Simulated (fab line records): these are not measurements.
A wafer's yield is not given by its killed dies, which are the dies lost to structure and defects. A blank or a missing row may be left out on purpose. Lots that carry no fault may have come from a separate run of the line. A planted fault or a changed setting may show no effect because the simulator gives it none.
Which tool was responsible? + flow nand-harc + 24 lots (72 wafers sampled), 1 step of a 1159-step route

== WHAT THE GAUGES SHOWED, per wafer ==
NHARC_A_SLIT_CD_MEAS_21.
| lot  | measured     | on        | cd-nm (nm)        |
|------|--------------|-----------|-------------------|
| L074 | day 14 12:58 | cd-sem-01 | 289.5 290.6 289.8 |
| L075 | day 14 13:06 | cd-sem-02 | 289.7 292.2 289.9 |
| L076 | day 14 21:05 | cd-sem-03 | 288.8 290.8 292.0 |
| L077 | day 14 22:45 | cd-sem-01 | 290.0 289.0 289.5 |
| L078 | day 15 12:17 | cd-sem-03 | 289.4 290.7 290.0 |
| L079 | day 15 20:34 | cd-sem-03 | 289.9 288.9 289.2 |
| L080 | day 15 20:38 | cd-sem-02 | 290.6 289.3 288.8 |
| L081 | day 16 11:31 | cd-sem-01 | 290.1 289.7 288.4 |
| L082 | day 16 12:17 | cd-sem-03 | 291.4 289.9 290.7 |
| L083 | day 16 19:17 | cd-sem-02 | 290.5 289.0 291.0 |
| L084 | day 16 20:58 | cd-sem-01 | 289.3 289.6 289.6 |
| L085 | day 17 10:26 | cd-sem-02 | 290.0 291.2 291.9 |
| L087 | day 17 11:38 | cd-sem-02 | 291.3 291.6 291.3 |
| L086 | day 17 12:14 | cd-sem-01 | 289.9 289.6 289.6 |
| L088 | day 17 19:02 | cd-sem-02 | 289.0 289.7 290.5 |
| L090 | day 18 08:20 | cd-sem-03 | 292.8 291.4 290.3 |
| L091 | day 18 10:01 | cd-sem-03 | 291.1 289.3 290.4 |
| L089 | day 18 11:17 | cd-sem-03 | 289.9 290.4 289.7 |
| L092 | day 18 18:18 | cd-sem-02 | 287.3 288.8 286.6 |
| L093 | day 19 08:37 | cd-sem-01 | 291.0 289.8 289.5 |
| L094 | day 19 10:16 | cd-sem-02 | 291.0 290.0 291.5 |
| L097 | day 19 19:41 | cd-sem-01 | 290.1 288.8 288.2 |
| L096 | day 19 21:23 | cd-sem-03 | 290.4 290.2 290.9 |
| L095 | day 19 21:43 | cd-sem-03 | 290.5 290.4 290.4 |

== TOOL THAT RAN EACH LOT (tool first, then ch and the chambers of the sampled wafers, then the start) ==
Record: no process step prior to these readings.

== WHAT THE TOOLS THEMSELVES READ (means of the sampled wafers that have a number; where no wafer has one, the mark that the record gives instead) ==
The record holds no such reading with a usual standard deviation.

== THE ANSWER, worked out from the rows above alone ==
Rule: the usual values come from the lots themselves. The widest of any qualifying gaps counts: lots, ordered by their means at a reading, are off when they make up no more than a third of the lots, leave a main group of 4 or more, and stand apart from it by 3 or more times the standard deviation of that group's means. Not used: any main group whose means are identical at the precision the tables above print for the reading. A lot without any number at a reading at which 4 lots or more have one is off too. Where the step has rows for the other lots, those lots are counted as sound. Order of review: gauges by route order, followed by the tools' own readings, for which a lot's mean as printed above is used. The first step at which some lot is off is used, and at that step the reading that is off furthest; a lot without a number counts as furthest.
No lot is off on any of the readings shown, so nothing can be concluded from this.

== WHAT WAS PUT IN BY THE SIMULATOR ==
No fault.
